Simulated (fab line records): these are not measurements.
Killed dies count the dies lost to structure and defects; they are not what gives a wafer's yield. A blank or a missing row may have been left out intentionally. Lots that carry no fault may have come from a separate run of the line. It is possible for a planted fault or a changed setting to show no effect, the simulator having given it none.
Matching of chambers ; flow n5Finfet ; N5_BEOL_M9_ETCH_65 on rieDiel-06 has 4 sister chambers
The step etches SiARC in CF4, target depth 15.6 nm, time 26 s. 14 wafers are shown with their chamber, then 7 later ones without.

## EACH WAFER AND ITS CHAMBER
wafer;chamber;showerheadPlenumPTorr (Torr);drypumpMotorCurrentA (A);throttleValvePct (%)
L076.1;0;2.22;5.6;15.67
L076.2;1;2.09;5.4;15.83
L076.3;3;2.25;5.2;15.31
L076.4;2;2.14;6.0;15.62
L076.5;3;2.25;5.2;15.32
L076.6;0;2.22;5.6;15.70
L077.1;1;2.09;5.4;15.80
L077.4;3;2.25;5.2;15.33
L077.5;2;2.14;6.1;15.63
L082.1;3;2.25;5.2;15.37
L082.4;2;2.13;6.1;15.65
L082.5;2;2.13;6.0;15.64
L085.1;2;2.13;6.1;15.65
L085.3;1;2.08;5.4;15.84

SIGNATURES (averages over the wafers above)
reading;chamber 0;chamber 1;chamber 2;chamber 3;scatter within a chamber
showerheadPlenumPTorr;2.2200;2.0867;2.1340;2.2500;0.00432
drypumpMotorCurrentA;5.600;5.400;6.060;5.200;0.0346
throttleValvePct;15.6850;15.8233;15.6380;15.3325;0.0202
Rule: for a wafer and a chamber, the distance is found by dividing, reading by reading, the gap between the wafer's reading and the chamber's mean by the reading's scatter, squaring, summing and taking the root. If the next closest chamber is less than 2 further off than the closest, the wafer can't be placed; otherwise it belongs to the closest. The scatter: the root of (the sum of the squares of (reading less its chamber's mean) over the shown wafers, divided by (wafers less chambers)).

## WAFERS WHOSE CHAMBER IS MISSING
wafer;showerheadPlenumPTorr (Torr);drypumpMotorCurrentA (A);throttleValvePct (%)
L085.6;2.25;5.2;15.38
L088.3;2.22;5.6;15.70
L088.4;2.25;5.2;15.37
L088.5;2.22;5.6;15.72
L084.2;2.25;5.2;15.38
L084.4;2.25;5.2;15.37
L084.5;2.22;5.6;15.71

## CHAMBER TAKEN BY EACH
wafer;from the rows above;in truth
L085.6;3;3
L088.3;0;0
L088.4;3;3
L088.5;0;0
L084.2;3;3
L084.4;3;3
L084.5;0;0
Placed correctly: 7 of 7. Not placeable from these rows: 0. Placed wrongly: 0.
